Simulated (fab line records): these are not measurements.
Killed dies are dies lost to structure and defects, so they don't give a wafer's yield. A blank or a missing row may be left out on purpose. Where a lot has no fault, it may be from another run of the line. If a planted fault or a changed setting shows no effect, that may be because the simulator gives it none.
fab line records ; flow n5Finfet ; part 1 of 2: steps 1 to 21 of 30
[record] lots = 5; wafers = 15; lastDay = 17
route steps=1938 shown BEOL_M13@1688 BEOL_M14@1716
lots that met no fault: taken from a fault-free run of the same line
startH: start of the lot's first displayed wafer, in hours after the record's first day ; waitH: time in hours since the lot's previous step ; " as in the row above ; L1.1+2: one row covering several wafers at once ; - value missing, or start not given ; * or withheld: withheld ; < > ~ a bound
route shown NAME@n: NAME is a module with steps in the file, n the number in the route of the first one ; usual: mean/standard deviation taken from wafers without a fault ; same: alike in all rows ; chamber/n: place in a boat ; sites: per-site readings ; _std_site: their standard deviation ; _edge_site: inner sites' mean taken away from outer sites' mean ; radiusMm: how far each site lies from the wafer's centre ; mask NAME#n: copy n ; behind: the most recent tool/chamber to have shaped the wafer ; hold: cause of the lot's hold/its duration in hours/its outcome ; device: transistor that didn't switch, given as n, p or np ; end of line: tests of these same wafers at the route's end ; a step given without rows: its recipe and nothing more ; killed: not the wafer's yield, but the dies lost to structure and defects at the first sort ; map: dies across one wafer; x = killed, . = not, _ = none there
set.NAME: the setting that was run; set.NAME@STEP: the one run at that earlier step ; model.NAME: the simulator's own value behind a step, which no gauge read
a table for each step, a row for each wafer; lots at some steps of the route
services: the hour from which a tool's chamber was out of use, counted from the record's first day as startH (under 0 if before that day), plus the number of hours and why
[[steps]]
[step N5_BEOL_M13_HARDBAKE_32]
[recipe] tempC = 130; timeS = 120
[usual] plateTempC = 129.97/0.15
[same] timeS = 120
lot.wafer;tool;chamber;startH;waitH;plateTempC
L081.1;lithoTrack-01;0;-;-;129.74
L081.2;lithoTrack-01;0;-;-;129.93
L081.4;lithoTrack-01;0;-;-;129.99
L085.1;lithoTrack-03;0;-;-;130.12
L085.3;lithoTrack-03;0;-;-;130.12
L085.6;lithoTrack-03;0;-;-;130.00
L087.2;lithoTrack-04;0;-;-;130.19
L087.5;lithoTrack-04;0;-;-;129.72
L087.6;lithoTrack-04;0;-;-;129.99
L096.2;lithoTrack-01;0;-;-;129.92
L096.3;lithoTrack-01;0;-;-;129.99
L096.6;lithoTrack-01;0;-;-;130.00
L097.1;lithoTrack-03;0;-;-;129.97
L097.2;lithoTrack-03;0;-;-;129.83
L097.6;lithoTrack-03;0;-;-;130.11
[step N5_BEOL_M13_CD_MEAS_28]
[recipe] targetCdNm = 209.5; landingEnergyEv = 500; detector = seInlens
[usual] cdNm = 210.0/1.3
lot.wafer;tool;chamber;startH;waitH;cdNm
L081.1;cdSem-02;0;285.21;-;210.3
L081.2;cdSem-02;0;285.21;-;209.8
L081.4;cdSem-02;0;285.21;-;209.1
L085.1;cdSem-02;0;306.72;-;209.9
L085.3;cdSem-02;0;306.72;-;210.6
L085.6;cdSem-02;0;306.72;-;210.0
L087.2;cdSem-01;0;332.02;-;210.4
L087.5;cdSem-01;0;332.02;-;209.4
L087.6;cdSem-01;0;332.02;-;210.5
L096.2;cdSem-03;0;372.79;-;209.7
L096.3;cdSem-03;0;372.79;-;211.1
L096.6;cdSem-03;0;372.79;-;210.4
L097.1;cdSem-02;0;379.95;-;211.3
L097.2;cdSem-02;0;379.95;-;211.4
L097.6;cdSem-02;0;379.95;-;211.4
[step N5_BEOL_M13_OVL_MEAS_29]
[recipe] pointsPerWafer = 44
[usual] M13_OVL = 0/4.9
lot.wafer;tool;chamber;startH;waitH;M13_OVL[nm]
L081.1;overlay-01;0;285.24;0.0;-2
L081.2;overlay-01;0;285.24;0.0;-6
L081.4;overlay-01;0;285.24;0.0;-5
L085.1;overlay-02;0;306.75;0.0;0
L085.3;overlay-02;0;306.75;0.0;-2
L085.6;overlay-02;0;306.75;0.0;-5
L087.2;overlay-02;0;332.05;0.0;-7
L087.5;overlay-02;0;332.05;0.0;-6
L087.6;overlay-02;0;332.05;0.0;-3
L096.2;overlay-01;0;372.82;0.0;-1
L096.3;overlay-01;0;372.82;0.0;-1
L096.6;overlay-01;0;372.82;0.0;-3
L097.1;overlay-02;0;379.98;0.0;-8
L097.2;overlay-02;0;379.98;0.0;-9
L097.6;overlay-02;0;379.98;0.0;-7
[step N5_BEOL_M13_INSPECT_30]
[recipe] mode = adi; inspectInstrument = macro
[usual] rawDefectCount = 2.1/1.5
lot.wafer;tool;chamber;startH;waitH;rawDefectCount
L081.1;defectInspect-02;-;285.27;0.0;3
L081.2;defectInspect-02;-;285.27;0.0;1
L081.4;defectInspect-02;-;285.27;0.0;3
L085.1;defectInspect-02;-;306.77;0.0;2
L085.3;defectInspect-02;-;306.77;0.0;4
L085.6;defectInspect-02;-;306.77;0.0;1
L087.2;defectInspect-02;-;332.08;0.0;3
L087.5;defectInspect-02;-;332.08;0.0;7
L087.6;defectInspect-02;-;332.08;0.0;1
L096.2;defectInspect-01;-;372.85;0.0;1
L096.3;defectInspect-01;-;372.85;0.0;2
L096.6;defectInspect-01;-;372.85;0.0;1
L097.1;defectInspect-01;-;380.00;0.0;1
L097.2;defectInspect-01;-;380.00;0.0;4
L097.6;defectInspect-01;-;380.00;0.0;5
[step N5_BEOL_M13_DESCUM_33]
[recipe] chemistry = O2; timeS = 7.9; sourcePowerW = 50; biasPowerW = 20; pressureMtorr = 20; rfFrequencyHz = 2.712e+07; tempC = 40; o2FlowSccm = 225
[usual] drypumpMotorCurrentA = 5.7/0.41; o2FlowSccm = 225.1/0.64; oesProductAu = 0.78/0.1; rfVppV = 243.3/1.3; showerheadPlenumPTorr = 2.10/0.062; throttleValvePct = 20.38/0.25
[same] timeS = 7.9
lot.wafer;tool;chamber;startH;waitH;drypumpMotorCurrentA;o2FlowSccm;oesProductAu;rfHoursCounterH;rfVppV;showerheadPlenumPTorr;throttleValvePct
L081.1;rieDiel-01;3;285.30;0.0;5.5;225.3;0.68;240;243.1;2.15;20.50
L081.2;rieDiel-01;1;285.30;0.0;5.6;225.0;0.69;216;243.3;2.08;20.66
L081.4;rieDiel-01;0;285.30;0.0;5.3;224.8;0.93;-;244.0;2.13;20.04
L085.1;rieDiel-04;2;306.81;0.0;5.6;225.6;0.73;176;243.5;2.07;19.96
L085.3;rieDiel-04;0;306.81;0.0;6.5;224.1;0.78;139;246.3;2.18;20.61
L085.6;rieDiel-04;0;306.81;0.0;6.5;225.0;0.79;-;245.3;2.18;20.62
L087.2;rieDiel-01;2;332.58;0.5;5.5;226.0;0.94;8;244.2;2.14;20.28
L087.5;rieDiel-01;0;332.58;0.5;5.3;225.0;0.88;-;244.0;2.12;20.07
L087.6;rieDiel-01;1;332.58;0.5;5.6;225.5;0.68;-;242.1;2.07;20.69
L096.2;rieDiel-01;3;373.11;0.3;5.5;225.5;0.95;5;243.5;2.14;20.15
L096.3;rieDiel-01;2;373.11;0.3;5.5;225.5;0.91;22;243.3;2.14;20.32
L096.6;rieDiel-01;2;373.11;0.3;5.5;225.6;0.90;-;243.5;2.14;20.31
L097.1;rieDiel-04;1;380.04;0.0;6.5;224.8;0.68;237;243.3;2.07;20.44
L097.2;rieDiel-04;2;380.04;0.0;5.6;224.8;0.71;199;244.0;2.06;20.00
L097.6;rieDiel-04;0;380.04;0.0;6.5;225.2;0.76;-;244.6;2.17;20.67
[step N5_BEOL_M13_ETCH_67]
[recipe] chemistry = CF4; target = SiARC; targetDepthA = 1430; timeS = 238.3; ionEnergyEv = 80; pressureMtorr = 40; sourceW = 545; biasW = 36; Ar_flow_sccm = 100; cf4FlowSccm = 100; ends = cleared
[usual] drypumpMotorCurrentA = 5.7/0.4; etchRfOnTimeS = 238/4.5; oesProductAu = 0.66/0.083; rfVppV = 184.1/1.1; showerheadPlenumPTorr = 2.15/0.065; throttleValvePct = 15.61/0.23
lot.wafer;tool;chamber;startH;waitH;drypumpMotorCurrentA;etchRfOnTimeS;oesProductAu;rfHoursCounterH;rfVppV;showerheadPlenumPTorr;throttleValvePct
L081.1;rieDiel-01;3;285.34;0.0;5.5;241;0.58;240;183.7;2.20;15.78
L081.2;rieDiel-01;1;285.34;0.0;5.6;243;0.59;216;185.0;2.11;15.82
L081.4;rieDiel-01;0;285.34;0.0;5.2;240;0.78;-;184.2;2.19;15.29
L085.1;rieDiel-04;2;306.84;0.0;5.6;232;0.62;176;183.8;2.14;15.38
L085.3;rieDiel-04;0;306.84;0.0;6.6;237;0.66;139;185.2;2.25;15.91
L085.6;rieDiel-04;0;306.84;0.0;6.5;236;0.68;-;185.4;2.25;15.91
L087.2;rieDiel-01;2;332.62;0.0;5.5;238;0.80;8;184.2;2.20;15.42
L087.5;rieDiel-01;0;332.62;0.0;5.2;241;0.75;-;184.9;2.18;15.32
L087.6;rieDiel-01;1;332.62;0.0;5.6;243;0.58;-;182.3;2.11;15.83
L096.2;rieDiel-01;3;373.15;0.0;5.5;235;0.81;5;185.0;2.19;15.30
L096.3;rieDiel-01;2;373.15;0.0;5.5;236;0.76;22;184.1;2.19;15.45
L096.6;rieDiel-01;2;373.15;0.0;5.5;236;0.77;-;183.9;2.19;15.42
L097.1;rieDiel-04;1;380.07;0.0;6.5;235;0.59;237;185.9;2.10;15.61
L097.2;rieDiel-04;2;380.07;0.0;5.6;229;0.62;199;183.2;2.13;15.42
L097.6;rieDiel-04;0;380.07;0.0;6.5;235;0.65;-;185.8;2.24;15.97
[step N5_BEOL_M13_ETCH_68]
[recipe] chemistry = N2/H2; target = SOC; maskMaterial = SiARC; sourceW = 3000; biasW = 350; tempC = 40; timeS = 355; ionEnergyEv = 200; pressureMtorr = 30; n2FlowSccm = 200; h2FlowSccm = 200
[usual] drypumpMotorCurrentA = 5.7/0.41; oesProductAu = 0.78/0.099; rfVppV = 524.1/2.1; showerheadPlenumPTorr = 2.55/0.078; throttleValvePct = 17.78/0.24
[same] timeS = 355
lot.wafer;tool;chamber;startH;waitH;drypumpMotorCurrentA;oesProductAu;rfHoursCounterH;rfVppV;showerheadPlenumPTorr;throttleValvePct
L081.1;rieDiel-01;3;285.48;0.1;5.5;0.68;240;526.5;2.61;17.83
L081.2;rieDiel-01;1;285.48;0.1;5.6;0.70;216;522.3;2.53;18.12
L081.4;rieDiel-01;0;285.48;0.1;5.3;0.92;-;525.4;2.59;17.49
L085.1;rieDiel-04;2;306.99;0.1;5.6;0.72;176;522.0;2.55;17.55
L085.3;rieDiel-04;0;306.99;0.1;6.6;0.79;139;528.5;2.66;18.05
L085.6;rieDiel-04;0;306.99;0.1;6.6;0.78;-;526.8;2.66;18.07
L087.2;rieDiel-01;2;332.76;0.1;5.5;0.94;8;524.7;2.62;17.78
L087.5;rieDiel-01;0;332.76;0.1;5.3;0.89;-;525.7;2.58;17.50
L087.6;rieDiel-01;1;332.76;0.1;5.6;0.68;-;523.6;2.52;18.13
L096.2;rieDiel-01;3;373.29;0.1;5.5;0.95;5;526.4;2.60;17.45
L096.3;rieDiel-01;2;373.29;0.1;5.5;0.91;22;525.6;2.61;17.81
L096.6;rieDiel-01;2;373.29;0.1;5.5;0.90;-;525.9;2.61;17.81
L097.1;rieDiel-04;1;380.22;0.1;6.5;0.68;237;523.2;2.48;17.55
L097.2;rieDiel-04;2;380.22;0.1;5.6;0.71;199;524.3;2.54;17.59
L097.6;rieDiel-04;0;380.22;0.1;6.6;0.76;-;525.4;2.65;18.10
[step N5_BEOL_M13_STRIP_69]
[recipe] chemistry = N2/H2; tempC = 40; n2FlowSccm = 200; h2FlowSccm = 200; rfFrequencyHz = 6e+07
lot.wafer;tool;chamber;startH;waitH
L081.1+2+4;rieDiel-01;3,1,0;285.69;0.1
L085.1+3+6;rieDiel-04;2,0,0;307.20;0.1
L087.2+5+6;rieDiel-01;2,0,1;332.97;0.1
L096.2+3+6;rieDiel-01;3,2,2;373.50;0.1
L097.1+2+6;rieDiel-04;1,2,0;380.43;0.1
[step N5_BEOL_M13_TRENCH_ETCH_34]
[recipe] chemistry = C4F8/O2/Ar; target = SiOC; targetDepthA = 4134.7; maskMaterial = SOC; pressureMtorr = 30; sourceW = 3000; biasW = 700; Ar_flow_sccm = 400; C4F8_flow_sccm = 15; O2_flow_sccm = 8; heInnerTorr = 15; heOuterTorr = 30; timeS = 162.6; ionEnergyEv = 250
[usual] C4F8_flow_sccm = 15.00/0.044; drypumpMotorCurrentA = 5.7/0.41; heInnerTorr = 15.002/0.03; oesProductAu = 0.78/0.1; rfVppV = 665.7/2.8; showerheadPlenumPTorr = 3.43/0.1; throttleValvePct = 24.15/0.23
[same] timeS = 162.6
lot.wafer;tool;chamber;startH;waitH;C4F8_flow_sccm;drypumpMotorCurrentA;heInnerTorr;oesProductAu;rfHoursCounterH;rfVppV;showerheadPlenumPTorr;throttleValvePct
L081.1;rieDiel-01;3;285.70;0.0;14.97;5.5;15.033;0.69;240;668.5;3.51;24.28
L081.2;rieDiel-01;1;285.70;0.0;14.93;5.6;15.013;0.69;216;665.0;3.36;24.24
L081.4;rieDiel-01;0;285.70;0.0;15.02;5.3;14.970;0.91;-;665.6;3.48;23.90
L085.1;rieDiel-04;2;307.21;0.0;15.08;5.6;14.954;0.72;176;664.5;3.40;23.78
L085.3;rieDiel-04;0;307.21;0.0;14.98;6.5;15.005;0.79;139;668.9;3.58;24.58
L085.6;rieDiel-04;0;307.21;0.0;14.98;6.5;15.029;0.78;-;669.5;3.58;24.57
L087.2;rieDiel-01;2;332.98;0.0;14.93;5.5;15.024;0.94;8;667.6;3.51;24.20
L087.5;rieDiel-01;0;332.98;0.0;15.01;5.3;14.980;0.89;-;667.6;3.47;23.89
L087.6;rieDiel-01;1;332.98;0.0;14.96;5.6;14.971;0.68;-;664.8;3.35;24.29
L096.2;rieDiel-01;3;373.51;0.0;15.03;5.5;14.989;0.94;5;669.2;3.50;23.97
L096.3;rieDiel-01;2;373.51;0.0;14.87;5.5;15.000;0.91;22;667.2;3.50;24.19
L096.6;rieDiel-01;2;373.51;0.0;15.00;5.5;15.055;0.91;-;667.4;3.50;24.21
L097.1;rieDiel-04;1;380.44;0.0;15.02;6.5;14.987;0.67;237;665.0;3.36;24.03
L097.2;rieDiel-04;2;380.44;0.0;15.08;5.6;14.998;0.70;199;664.8;3.39;23.82
L097.6;rieDiel-04;0;380.44;0.0;14.97;6.6;15.057;0.77;-;669.5;3.57;24.59
[step N5_BEOL_M13_STRIP_70]
[recipe] chemistry = C4F8/O2/Ar; resist = SiARC; rfFrequencyHz = 6e+07
lot.wafer;tool;chamber;startH;waitH
L081.1+2+4;rieDiel-01;3,1,0;285.84;0.1
L085.1+3+6;rieDiel-04;2,0,0;307.34;0.1
L087.2+5+6;rieDiel-01;2,0,1;333.12;0.1
L096.2+3+6;rieDiel-01;3,2,2;373.65;0.1
L097.1+2+6;rieDiel-04;1,2,0;380.57;0.1
[step N5_BEOL_M13_OCD_MEAS_35]
[usual] trenchDepthNm = 415/5.9
lot.wafer;tool;chamber;startH;waitH;trenchDepthNm
L081.1;ocd-02;-;285.88;0.0;413
L081.2;ocd-02;-;285.88;0.0;412
L081.4;ocd-02;-;285.88;0.0;418
L085.1;ocd-01;-;307.38;0.0;416
L085.3;ocd-01;-;307.38;0.0;422
L085.6;ocd-01;-;307.38;0.0;418
L087.2;ocd-01;-;333.16;0.0;424
L087.5;ocd-01;-;333.16;0.0;417
L087.6;ocd-01;-;333.16;0.0;411
L096.2;ocd-01;-;373.69;0.0;422
L096.3;ocd-01;-;373.69;0.0;423
L096.6;ocd-01;-;373.69;0.0;424
L097.1;ocd-01;-;380.61;0.0;408
L097.2;ocd-01;-;380.61;0.0;409
L097.6;ocd-01;-;380.61;0.0;417
[step N5_BEOL_M13_STRIP_37]
[recipe] chemistry = N2/H2; powerW = 1000; tempC = 250; h2Frac = 0.65; overashFraction = 0.3; pressureMtorr = withheld; n2FlowSccm = 1750; h2FlowSccm = 3250
[usual] drypumpMotorCurrentA = 5.41/0.13; heaterPowerW = 322/34; oesProductAu = 0.785/0.012
lot.wafer;tool;chamber;startH;waitH;drypumpMotorCurrentA;heaterPowerW;oesProductAu;rfHoursCounterH
L081.1;plasmaAsher-01;0;285.92;0.0;5.17;308;0.784;80
L081.2;plasmaAsher-01;1;285.92;0.0;5.50;266;0.779;80
L081.4;plasmaAsher-01;0;285.92;0.0;5.19;307;0.801;-
L085.1;plasmaAsher-01;1;307.42;0.0;5.58;267;0.782;85
L085.3;plasmaAsher-01;0;307.42;0.0;5.20;309;0.777;-
L085.6;plasmaAsher-01;1;307.42;0.0;5.60;268;0.789;-
L087.2;plasmaAsher-02;1;333.20;0.0;5.50;333;0.797;136
L087.5;plasmaAsher-02;1;333.20;0.0;5.50;334;0.771;-
L087.6;plasmaAsher-02;0;333.20;0.0;5.37;360;0.786;-
L096.2;plasmaAsher-01;0;373.73;0.0;5.19;315;0.776;98
L096.3;plasmaAsher-01;0;373.73;0.0;5.17;306;0.800;-
L096.6;plasmaAsher-01;1;373.73;0.0;5.54;270;0.791;-
L097.1;plasmaAsher-02;1;380.65;0.0;5.52;328;0.775;143
L097.2;plasmaAsher-02;0;380.65;0.0;5.39;367;0.793;143
L097.6;plasmaAsher-02;0;380.65;0.0;5.42;358;0.795;-
[step N5_BEOL_M13_ETCH_38]
[recipe] chemistry = CF4/N2; target = SiCN; targetDepthA = 675; taperDeg = 2; timeS = 71.9; ionEnergyEv = 150; maskMaterial = SiO2; pressureMtorr = 40; sourceW = 430; biasW = 70; Ar_flow_sccm = 100; cf4FlowSccm = 60; n2FlowSccm = 60
[usual] drypumpMotorCurrentA = 5.7/0.39; oesProductAu = 0.78/0.088; rfVppV = 382.2/1.9; showerheadPlenumPTorr = 2.21/0.076; throttleValvePct = 15.41/0.22
[same] timeS = 71.9
lot.wafer;tool;chamber;startH;waitH;drypumpMotorCurrentA;oesProductAu;rfHoursCounterH;rfVppV;showerheadPlenumPTorr;throttleValvePct
L081.1;rieDiel-04;1;286.05;-;6.5;0.70;207;381.6;2.17;15.38
L081.2;rieDiel-04;2;286.05;-;5.6;0.75;169;383.4;2.21;15.20
L081.4;rieDiel-04;3;286.05;-;5.4;0.83;89;381.6;2.15;15.26
L085.1;rieDiel-04;1;307.98;-;6.5;0.69;214;381.6;2.17;15.38
L085.3;rieDiel-04;3;307.98;-;5.4;0.82;96;380.4;2.14;15.28
L085.6;rieDiel-04;2;307.98;-;5.6;0.74;-;380.6;2.20;15.22
L087.2;rieDiel-01;0;337.18;-;5.3;0.87;50;384.0;2.25;15.15
L087.5;rieDiel-01;0;337.18;-;5.3;0.87;-;384.6;2.25;15.15
L087.6;rieDiel-01;2;337.18;-;5.5;0.93;-;384.7;2.27;15.26
L096.2;rieDiel-04;2;375.52;-;5.6;0.73;197;382.0;2.20;15.24
L096.3;rieDiel-04;1;375.52;-;6.5;0.68;235;383.2;2.16;15.42
L096.6;rieDiel-04;2;375.52;-;5.6;0.73;-;382.9;2.20;15.24
L097.1;rieDiel-04;2;381.90;-;5.6;0.72;199;383.0;2.19;15.26
L097.2;rieDiel-04;0;381.90;-;6.5;0.76;164;385.4;2.31;15.78
L097.6;rieDiel-04;2;381.90;-;5.6;0.72;-;382.1;2.20;15.25
[step N5_BEOL_M13_PRECLEAN_39]
[recipe] chemistry = residueRemover; timeS = 60; tempC = 40
[same] timeS = 60
lot.wafer;tool;chamber;startH;waitH
L081.1+2+4;wetBench-03;2,3,1;286.18;0.1
L085.1+3+6;wetBench-02;2,4,5;308.10;0.1
L087.2+5+6;wetBench-05;1,0,5;337.31;0.1
L096.2+3+6;wetBench-03;4,7,6;375.65;0.1
L097.1+2+6;wetBench-02;7,2,3;382.03;0.1
[step N5_BEOL_M13_SRD_40]
[recipe] timeS = 30; tempC = 23; rinseLiquid = diw; dry = n2Spin; spinRpm = 1500; dryTimeS = 30
[same] timeS = 30
lot.wafer;tool;chamber;startH;waitH
L081.1+2+4;wetBench-03;2,3,1;286.20;0.0
L085.1+3+6;wetBench-02;2,4,5;308.12;0.0
L087.2+5+6;wetBench-05;1,0,5;337.32;0.0
L096.2+3+6;wetBench-03;4,7,6;375.67;0.0
L097.1+2+6;wetBench-02;7,2,3;382.05;0.0
[step N5_BEOL_M13_DEGAS_41]
[recipe] ambient = vacuum; tempC = 250; timeS = 60
[usual] heaterPowerW = 333/35
[same] timeS = 60
lot.wafer;tool;chamber;startH;waitH;heaterPowerW
L081.1;pvdSputter-02;-;286.76;0.5;292
L081.2;pvdSputter-02;-;286.76;0.5;353
L081.4;pvdSputter-02;-;286.76;0.5;314
L085.1;pvdSputter-02;-;308.48;0.3;376
L085.3;pvdSputter-02;-;308.48;0.3;356
L085.6;pvdSputter-02;-;308.48;0.3;310
L087.2;pvdSputter-03;-;337.84;0.5;289
L087.5;pvdSputter-03;-;337.84;0.5;352
L087.6;pvdSputter-03;-;337.84;0.5;315
L096.2;pvdSputter-02;-;376.12;0.4;358
L096.3;pvdSputter-02;-;376.12;0.4;292
L096.6;pvdSputter-02;-;376.12;0.4;300
L097.1;pvdSputter-01;-;382.51;0.4;403
L097.2;pvdSputter-01;-;382.51;0.4;324
L097.6;pvdSputter-01;-;382.51;0.4;325
[step N5_BEOL_M13_PRE_CLEAN_42]
[recipe] gas = H2/He; timeS = 30; tempC = 250
[usual] heaterPowerW = 333/35
[same] timeS = 30
lot.wafer;tool;chamber;startH;waitH;heaterPowerW
L081.1;pvdSputter-02;-;286.80;0.0;292
L081.2;pvdSputter-02;-;286.80;0.0;352
L081.4;pvdSputter-02;-;286.80;0.0;313
L085.1;pvdSputter-02;-;308.52;0.0;376
L085.3;pvdSputter-02;-;308.52;0.0;354
L085.6;pvdSputter-02;-;308.52;0.0;320
L087.2;pvdSputter-03;-;337.88;0.0;291
L087.5;pvdSputter-03;-;337.88;0.0;349
L087.6;pvdSputter-03;-;337.88;0.0;316
L096.2;pvdSputter-02;-;376.16;0.0;351
L096.3;pvdSputter-02;-;376.16;0.0;289
L096.6;pvdSputter-02;-;376.16;0.0;292
L097.1;pvdSputter-01;-;382.55;0.0;399
L097.2;pvdSputter-01;-;382.55;0.0;334
L097.6;pvdSputter-01;-;382.55;0.0;332
[step N5_BEOL_M13_SPUTTER_43]
[recipe] material = TaN; targetThkA = 150; tempC = 50; biasV = 168.6; powerW = 15000; chamberPressurePa = 0.12; timeS = 24.19
[usual] throttleValvePct = 30.1/1
[same] timeS = 24.19
lot.wafer;tool;chamber;startH;waitH;throttleValvePct
L081.1;pvdSputter-02;-;286.84;0.0;29.0
L081.2;pvdSputter-02;-;286.84;0.0;30.0
L081.4;pvdSputter-02;-;286.84;0.0;29.3
L085.1;pvdSputter-02;-;308.56;0.0;30.0
L085.3;pvdSputter-02;-;308.56;0.0;29.9
L085.6;pvdSputter-02;-;308.56;0.0;29.0
L087.2;pvdSputter-03;-;337.92;0.0;30.5
L087.5;pvdSputter-03;-;337.92;0.0;29.0
L087.6;pvdSputter-03;-;337.92;0.0;30.4
L096.2;pvdSputter-02;-;376.20;0.0;30.0
L096.3;pvdSputter-02;-;376.20;0.0;29.2
L096.6;pvdSputter-02;-;376.20;0.0;29.0
L097.1;pvdSputter-01;-;382.59;0.0;30.4
L097.2;pvdSputter-01;-;382.59;0.0;33.2
L097.6;pvdSputter-01;-;382.59;0.0;33.2
[step N5_BEOL_M13_SPUTTER_44]
[recipe] material = Ta; targetThkA = 100; tempC = 50; biasV = 80; powerW = 15000; chamberPressurePa = 0.07; timeS = 16.13
[usual] throttleValvePct = 30.1/1
[same] timeS = 16.13
lot.wafer;tool;chamber;startH;waitH;throttleValvePct
L081.1;pvdSputter-02;-;286.92;0.0;29.1
L081.2;pvdSputter-02;-;286.92;0.0;30.0
L081.4;pvdSputter-02;-;286.92;0.0;29.3
L085.1;pvdSputter-02;-;308.64;0.0;30.3
L085.3;pvdSputter-02;-;308.64;0.0;30.0
L085.6;pvdSputter-02;-;308.64;0.0;29.4
L087.2;pvdSputter-03;-;338.00;0.0;30.2
L087.5;pvdSputter-03;-;338.00;0.0;28.9
L087.6;pvdSputter-03;-;338.00;0.0;30.3
L096.2;pvdSputter-02;-;376.28;0.0;29.9
L096.3;pvdSputter-02;-;376.28;0.0;29.1
L096.6;pvdSputter-02;-;376.28;0.0;29.0
L097.1;pvdSputter-01;-;382.67;0.0;30.8
L097.2;pvdSputter-01;-;382.67;0.0;33.2
L097.6;pvdSputter-01;-;382.67;0.0;33.1
[step N5_BEOL_M13_SPUTTER_45]
[recipe] material = Cu; targetThkA = 800; tempC = -20; biasV = 60; powerW = 26000; chamberPressurePa = 0.13; timeS = 13.33
[usual] chuckSensorTempC = -15.7/0.54; throttleValvePct = 30.0/1
[same] timeS = 13.33
lot.wafer;tool;chamber;startH;waitH;chuckSensorTempC;throttleValvePct
L081.1;pvdSputter-02;-;287.00;0.0;-16.6;28.7
L081.2;pvdSputter-02;-;287.00;0.0;-15.9;30.2
L081.4;pvdSputter-02;-;287.00;0.0;-15.8;29.0
L085.1;pvdSputter-02;-;308.72;0.0;-15.2;30.1
L085.3;pvdSputter-02;-;308.72;0.0;-15.9;29.8
L085.6;pvdSputter-02;-;308.72;0.0;-15.9;29.1
L087.2;pvdSputter-03;-;338.08;0.0;-14.7;30.3
L087.5;pvdSputter-03;-;338.08;0.0;-15.8;28.9
L087.6;pvdSputter-03;-;338.08;0.0;-16.5;30.4
L096.2;pvdSputter-02;-;376.36;0.0;-16.1;30.0
L096.3;pvdSputter-02;-;376.36;0.0;-16.5;28.8
L096.6;pvdSputter-02;-;376.36;0.0;-16.7;29.2
L097.1;pvdSputter-01;-;382.75;0.0;-15.0;30.9
L097.2;pvdSputter-01;-;382.75;0.0;-16.3;33.3
L097.6;pvdSputter-01;-;382.75;0.0;-16.0;32.9
[step N5_BEOL_M13_ECD_47]
[recipe] material = Cu; targetThkA = 9360
lot.wafer;tool;chamber;startH;waitH
L081.1+2+4;ecdCu-01;1,0,1;287.11;0.1
L085.1+3+6;ecdCu-02;0;308.84;0.1
L087.2+5+6;ecdCu-02;1,0,1;338.19;0.1
L096.2+3+6;ecdCu-02;0,0,1;376.48;0.1
L097.1+2+6;ecdCu-01;1,0,0;382.87;0.1
